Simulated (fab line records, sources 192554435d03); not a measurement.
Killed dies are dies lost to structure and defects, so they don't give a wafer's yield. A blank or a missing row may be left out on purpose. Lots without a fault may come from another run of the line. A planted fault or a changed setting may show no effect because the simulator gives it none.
Split-lot experiment | flow n5_finfet | 7 lots, 39 wafers read, on a route of 1938 steps

THE SPLIT
At N5_ZERO_LAYER_PECVD_02 (deposits SiO2 from SiH4/N2O, target thk 10 nm, time 6 s), the setting time_s was moved away from the recipe's 6 s on 6 of the 39 wafers read, by -35.4% to +31.0%. The other wafers ran this setting at the recipe's value.

The reading is taken at the split's own step.

THE READING
SiO2_of_ZERO_LAYER_PECVD_02.thk_nm (the simulator's own value, which no gauge read), in nm, at N5_ZERO_LAYER_PECVD_02 (deposits SiO2 from SiH4/N2O, target thk 10 nm, time 6 s). The file gives no usual value for it. The 33 wafers here that ran the recipe average 10.016 nm, standard deviation 0.17 nm.

wafer  | tool, chamber at the split | time_s as run, s | against the recipe | SiO2_of_ZERO_LAYER_PECVD_02.thk_nm, nm | against lot-mates on the recipe
L076.1 | pecvd-01, 1                | 7.859            | +31.0%             | 13.23                                  | +3.274
L076.2 | pecvd-01, 2                | 6                | recipe             | 9.678                                  | -
L076.3 | pecvd-01, 0                | 6                | recipe             | 9.95                                   | -
L076.4 | pecvd-01, 2                | 7.859            | +31.0%             | 13.2                                   | +3.244
L076.5 | pecvd-01, 0                | 6                | recipe             | 10.24                                  | -
L076.6 | pecvd-01, 1                | 7.859            | +31.0%             | 13.4                                   | +3.444
L079.1 | pecvd-01, 0                | 3.878            | -35.4%             | 6.263                                  | -3.516
L079.2 | pecvd-01, 2                | 6                | recipe             | 9.575                                  | -
L079.3 | pecvd-01, 1                | 3.878            | -35.4%             | 6.285                                  | -3.494
L079.4 | pecvd-01, 0                | 6                | recipe             | 9.895                                  | -
L079.5 | pecvd-01, 1                | 3.878            | -35.4%             | 6.507                                  | -3.272
L079.6 | pecvd-01, 2                | 6                | recipe             | 9.867                                  | -
L083.2 | pecvd-01, 0                | 6                | recipe             | 10.06                                  | -
L083.5 | pecvd-01, 0                | 6                | recipe             | 10.28                                  | -
L083.6 | pecvd-01, 2                | 6                | recipe             | 10.04                                  | -
L088.1 | pecvd-03, 1                | 6                | recipe             | 9.853                                  | -
L088.2 | pecvd-03, 2                | 6                | recipe             | 9.851                                  | -
L088.3 | pecvd-03, 0                | 6                | recipe             | 10.08                                  | -
L088.4 | pecvd-03, 0                | 6                | recipe             | 10.2                                   | -
L088.5 | pecvd-03, 2                | 6                | recipe             | 10.04                                  | -
L088.6 | pecvd-03, 1                | 6                | recipe             | 10.11                                  | -
L092.1 | pecvd-04, 1                | 6                | recipe             | 10.06                                  | -
L092.2 | pecvd-04, 0                | 6                | recipe             | 10.01                                  | -
L092.3 | pecvd-04, 2                | 6                | recipe             | 9.887                                  | -
L092.4 | pecvd-04, 2                | 6                | recipe             | 10.22                                  | -
L092.5 | pecvd-04, 1                | 6                | recipe             | 10.19                                  | -
L092.6 | pecvd-04, 0                | 6                | recipe             | 10.13                                  | -
L095.1 | pecvd-01, 0                | 6                | recipe             | 10.15                                  | -
L095.2 | pecvd-01, 1                | 6                | recipe             | 10.14                                  | -
L095.3 | pecvd-01, 2                | 6                | recipe             | 10.09                                  | -
L095.4 | pecvd-01, 2                | 6                | recipe             | 10.16                                  | -
L095.5 | pecvd-01, 0                | 6                | recipe             | 10.26                                  | -
L095.6 | pecvd-01, 1                | 6                | recipe             | 10.05                                  | -
L097.1 | pecvd-04, 2                | 6                | recipe             | 9.785                                  | -
L097.2 | pecvd-04, 0                | 6                | recipe             | 9.95                                   | -
L097.3 | pecvd-04, 1                | 6                | recipe             | 9.82                                   | -
L097.4 | pecvd-04, 0                | 6                | recipe             | 9.889                                  | -
L097.5 | pecvd-04, 1                | 6                | recipe             | 9.968                                  | -
L097.6 | pecvd-04, 2                | 6                | recipe             | 10.04                                  | -

THE FIT
A straight line over all 39 wafers: SiO2_of_ZERO_LAYER_PECVD_02.thk_nm changes by +0.104 nm for each +1% of time_s; r = +0.99; the points scatter about the line by 0.16 nm.
The same after taking each lot's own level away (the mean of its wafers on the recipe; 39 wafers): +0.101 nm for each +1%; r = +0.99; scatter 0.14 nm.
On that fit, the largest move of time_s shifts the reading by 3.6 nm.
The lots' own levels span 9.7790 to 10.1417 nm, that is 2.2 times the standard deviation above.
So the lot-to-lot level changes the slope little: the two slopes agree.
Check: with one of the wafers moved furthest among these (-35.4%) left out of the fit, the line predicts -3.57 nm for it against its lot-mates. It came out at -3.52 nm against them.

THE FILE'S OWN FIT
SiO2_of_ZERO_LAYER_PECVD_02.thk_nm changes by +0.101 nm for each +1% of time_s, r = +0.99.
